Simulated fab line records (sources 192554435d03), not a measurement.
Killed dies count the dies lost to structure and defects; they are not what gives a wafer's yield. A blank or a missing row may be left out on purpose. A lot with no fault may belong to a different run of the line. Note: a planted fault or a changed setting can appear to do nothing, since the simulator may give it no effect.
Matching of chambers || flow n5 finfet || cmp-04 running N5_BEOL_M3_CMP_52: 4 sister chambers
The step polishes, stops on SiOC, t overpolish 6.8 s, target thk 40 nm. 4 wafers are shown with their chamber, then 9 later ones without.

## EACH WAFER AND ITS CHAMBER
{"wafer": "L077.6", "chamber": 0, "time to endpoint s (s)": 64}
{"wafer": "L081.2", "chamber": 3, "time to endpoint s (s)": 68}
{"wafer": "L082.5", "chamber": 1, "time to endpoint s (s)": 51}
{"wafer": "L082.6", "chamber": 2, "time to endpoint s (s)": 61}

## WAFERS WITHOUT THEIR CHAMBER
{"wafer": "L087.2", "time to endpoint s (s)": 65}
{"wafer": "L087.3", "time to endpoint s (s)": 65}
{"wafer": "L087.5", "time to endpoint s (s)": 55}
{"wafer": "L093.1", "time to endpoint s (s)": 62}
{"wafer": "L093.5", "time to endpoint s (s)": 62}
{"wafer": "L093.6", "time to endpoint s (s)": 54}
{"wafer": "L095.2", "time to endpoint s (s)": 49}
{"wafer": "L095.3", "time to endpoint s (s)": 64}
{"wafer": "L095.5", "time to endpoint s (s)": 63}

## WHICH CHAMBER EACH WENT THROUGH
{"wafer": "L087.2", "from the rows above": "can't be placed: 0 or 3 or 2", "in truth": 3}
{"wafer": "L087.3", "from the rows above": "can't be placed: 0 or 3 or 2", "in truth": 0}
{"wafer": "L087.5", "from the rows above": "can't be placed: 1 or 2", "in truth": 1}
{"wafer": "L093.1", "from the rows above": "can't be placed: 2 or 0", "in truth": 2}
{"wafer": "L093.5", "from the rows above": "can't be placed: 2 or 0", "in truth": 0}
{"wafer": "L093.6", "from the rows above": 1, "in truth": 1}
{"wafer": "L095.2", "from the rows above": 1, "in truth": 1}
{"wafer": "L095.3", "from the rows above": "can't be placed: 0 or 2", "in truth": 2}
{"wafer": "L095.5", "from the rows above": "can't be placed: 0 or 2", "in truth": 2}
2 of 9 placed correctly. From these rows, 7 cannot be placed; in 7 the true chamber is one of the candidates. Number placed wrongly: 0.
How it was worked out, from the rows above alone: a wafer's distance from a chamber is the root of the sum, over the readings, of the square of ((its reading less the chamber's mean) divided by the reading's scatter). If the next closest chamber is less than 2 further off than the closest, the wafer can't be placed; otherwise it belongs to the closest. Each chamber's mean is taken over the wafers shown for it. The scatter: root of mean squared gap, hidden wafer to nearest shown wafer, with one shown wafer a chamber.
